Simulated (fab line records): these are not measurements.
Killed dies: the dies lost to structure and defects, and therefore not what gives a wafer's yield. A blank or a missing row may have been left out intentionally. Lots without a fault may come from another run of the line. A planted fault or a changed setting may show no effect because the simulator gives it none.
Lot-split experiment || flow n5_finfet || 21 wafers read from 7 lots, route of 1938 steps

## ON THE SPLIT
At N5_BEOL_M13_TRENCH_ETCH_34 (etches SiOC in C4F8/O2/Ar, target depth 413.47 nm, time 162.6 s), the setting time_s was moved away from the recipe's 162.6 s on 4 of the 21 wafers read, by -22.2% to +12.7%. This setting was run at the recipe's value on the other wafers.

## FROM THE SPLIT TO THE READING: what the file shows between them, 10 steps
- N5_BEOL_M13_STRIP_70: strips in C4F8/O2/Ar
- N5_BEOL_M13_OCD_MEAS_35
- N5_BEOL_M13_STRIP_37: strips in N2/H2
- N5_BEOL_M13_ETCH_38: etches SiCN in CF4/N2, target depth 67.5 nm, time 71.9 s
- N5_BEOL_M13_ECD_47: material Cu, target thk 936 nm
- N5_BEOL_M13_ANNEAL_48: time 90 s
- N5_BEOL_M13_CMP_49: polishes, stops on SiOC, t overpolish 17.1 s, target thk 420 nm
- N5_BEOL_M13_THK_MEAS_50: measures by xrf
- N5_BEOL_M13_PRE_CLEAN_52: time 15 s
- N5_BEOL_M13_DEP_53: deposits SiCN from 3MS/NH3, target thk 50 nm, time 17.8 s

## THE READING
M13_RS (ohm/sq), read at N5_BEOL_M13_RS_MEAS_54 with a four-point probe. Fault-free wafers of this fab line usually give 0.0451 ohm/sq, standard deviation 0.00062 ohm/sq.

{"wafer": "L079.1", "tool, chamber at the split": "rie_diel-03, 1", "time_s as run, s": 162.6, "against the recipe": "recipe", "M13_RS, ohm/sq": 0.0441, "against lot-mates on the recipe": "-"}
{"wafer": "L079.4", "tool, chamber at the split": "rie_diel-03, 2", "time_s as run, s": 162.6, "against the recipe": "recipe", "M13_RS, ohm/sq": 0.0446, "against lot-mates on the recipe": "-"}
{"wafer": "L079.6", "tool, chamber at the split": "rie_diel-03, 1", "time_s as run, s": 162.6, "against the recipe": "recipe", "M13_RS, ohm/sq": 0.0436, "against lot-mates on the recipe": "-"}
{"wafer": "L080.2", "tool, chamber at the split": "rie_diel-05, 1", "time_s as run, s": 162.6, "against the recipe": "recipe", "M13_RS, ohm/sq": 0.0452, "against lot-mates on the recipe": "-"}
{"wafer": "L080.3", "tool, chamber at the split": "rie_diel-05, 3", "time_s as run, s": 162.6, "against the recipe": "recipe", "M13_RS, ohm/sq": 0.0442, "against lot-mates on the recipe": "-"}
{"wafer": "L080.6", "tool, chamber at the split": "rie_diel-05, 1", "time_s as run, s": 162.6, "against the recipe": "recipe", "M13_RS, ohm/sq": 0.0447, "against lot-mates on the recipe": "-"}
{"wafer": "L083.2", "tool, chamber at the split": "rie_diel-05, 0", "time_s as run, s": 162.6, "against the recipe": "recipe", "M13_RS, ohm/sq": 0.0452, "against lot-mates on the recipe": "-"}
{"wafer": "L083.3", "tool, chamber at the split": "rie_diel-05, 1", "time_s as run, s": 129.8, "against the recipe": "-20.2%", "M13_RS, ohm/sq": 0.0574, "against lot-mates on the recipe": "+0.0122"}
{"wafer": "L083.4", "tool, chamber at the split": "rie_diel-05, 2", "time_s as run, s": 129.8, "against the recipe": "-20.2%", "M13_RS, ohm/sq": 0.0577, "against lot-mates on the recipe": "+0.0125"}
{"wafer": "L086.4", "tool, chamber at the split": "rie_diel-05, 0", "time_s as run, s": 183.3, "against the recipe": "+12.7%", "M13_RS, ohm/sq": 0.0401, "against lot-mates on the recipe": -0.0048}
{"wafer": "L086.5", "tool, chamber at the split": "rie_diel-05, 2", "time_s as run, s": 162.6, "against the recipe": "recipe", "M13_RS, ohm/sq": 0.0454, "against lot-mates on the recipe": "-"}
{"wafer": "L086.6", "tool, chamber at the split": "rie_diel-05, 3", "time_s as run, s": 162.6, "against the recipe": "recipe", "M13_RS, ohm/sq": 0.0444, "against lot-mates on the recipe": "-"}
{"wafer": "L088.1", "tool, chamber at the split": "rie_diel-05, 3", "time_s as run, s": 162.6, "against the recipe": "recipe", "M13_RS, ohm/sq": 0.0447, "against lot-mates on the recipe": "-"}
{"wafer": "L088.4", "tool, chamber at the split": "rie_diel-05, 1", "time_s as run, s": 162.6, "against the recipe": "recipe", "M13_RS, ohm/sq": 0.0458, "against lot-mates on the recipe": "-"}
{"wafer": "L088.6", "tool, chamber at the split": "rie_diel-05, 0", "time_s as run, s": 162.6, "against the recipe": "recipe", "M13_RS, ohm/sq": 0.0454, "against lot-mates on the recipe": "-"}
{"wafer": "L089.4", "tool, chamber at the split": "rie_diel-04, 1", "time_s as run, s": 162.6, "against the recipe": "recipe", "M13_RS, ohm/sq": 0.0451, "against lot-mates on the recipe": "-"}
{"wafer": "L089.5", "tool, chamber at the split": "rie_diel-04, 0", "time_s as run, s": 162.6, "against the recipe": "recipe", "M13_RS, ohm/sq": 0.0450, "against lot-mates on the recipe": "-"}
{"wafer": "L089.6", "tool, chamber at the split": "rie_diel-04, 3", "time_s as run, s": 126.5, "against the recipe": "-22.2%", "M13_RS, ohm/sq": 0.0590, "against lot-mates on the recipe": "+0.0139"}
{"wafer": "L094.2", "tool, chamber at the split": "rie_diel-03, 3", "time_s as run, s": 162.6, "against the recipe": "recipe", "M13_RS, ohm/sq": 0.0455, "against lot-mates on the recipe": "-"}
{"wafer": "L094.3", "tool, chamber at the split": "rie_diel-03, 2", "time_s as run, s": 162.6, "against the recipe": "recipe", "M13_RS, ohm/sq": 0.0450, "against lot-mates on the recipe": "-"}
{"wafer": "L094.6", "tool, chamber at the split": "rie_diel-03, 1", "time_s as run, s": 162.6, "against the recipe": "recipe", "M13_RS, ohm/sq": 0.0447, "against lot-mates on the recipe": "-"}

FIT RESULTS
A straight line over all 21 wafers: M13_RS changes by -0.000595 ohm/sq for each +1% of time_s; r = -0.99; the points scatter about the line by 0.00085 ohm/sq.
The same after taking each lot's own level away (the mean of its wafers on the recipe; 21 wafers): -0.000584 ohm/sq for each +1%; r = -0.99; scatter 0.00072 ohm/sq.
On that fit, the largest move of time_s shifts the reading by 0.013 ohm/sq.
From 0.04410 to 0.04530 ohm/sq: that is the span of the lots' own levels, equal to 1.9 times the standard deviation above.
Hence the lot-to-lot level has little effect on the slope; both slopes agree.
Check: with one of the wafers moved furthest among these (-22.2%) left out of the fit, the line predicts +0.0128 ohm/sq for it against its lot-mates. It came out at +0.0139 ohm/sq against them.

## OTHER SPLITS APPLIED TO THESE WAFERS
Note: prior to the reading, these wafers also went through further splits. Each is held against what the fit with the lots' levels taken away leaves over:
{"other split on the same wafers": "N5_BEOL_M12_PEB_08 peb_time_s", "wafers away from the commonest value": 4, "r with M13_RS (lot level and that fit taken away)": -0.06}
{"other split on the same wafers": "N5_BEOL_M13_EXPOSE_25 dose_mj", "wafers away from the commonest value": 5, "r with M13_RS (lot level and that fit taken away)": "+0.03"}

## THE WHOLE CHAIN: every reading that the file lists as answering this split, in the file's order
{"step": "N5_BEOL_M13_TRENCH_ETCH_34", "what it does": "etches SiOC in C4F8/O2/Ar, target depth 413.47 nm, time 162.6 s", "reading": "etch.depth_nm (the simulator's own value, which no gauge read)", "change (the file's fit)": "+4.22 nm for each +1% of the setting", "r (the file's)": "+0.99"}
{"step": "N5_BEOL_M13_OCD_MEAS_35", "what it does": "", "reading": "trench_depth_nm", "change (the file's fit)": "+4.21 nm for each +1% of the setting", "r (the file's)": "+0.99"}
{"step": "N5_BEOL_M13_CMP_49", "what it does": "polishes, stops on SiOC, t overpolish 17.1 s, target thk 420 nm", "reading": "Cu_of_BEOL_M13_ECD_47.thk_nm (the simulator's own value, which no gauge read)", "change (the file's fit)": "+4.2 nm for each +1% of the setting", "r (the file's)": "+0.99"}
{"step": "N5_BEOL_M13_THK_MEAS_50", "what it does": "measures by xrf", "reading": "M13_THK", "change (the file's fit)": "+4.2 for each +1% of the setting", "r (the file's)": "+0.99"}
{"step": "N5_BEOL_M13_RS_MEAS_54", "what it does": "measures by four-point-probe", "reading": "M13_RS", "change (the file's fit)": "-0.000583 for each +1% of the setting", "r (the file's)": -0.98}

## THE FILE'S OWN FIT
M13_RS changes by -0.000583 ohm/sq for each +1% of time_s, r = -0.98.
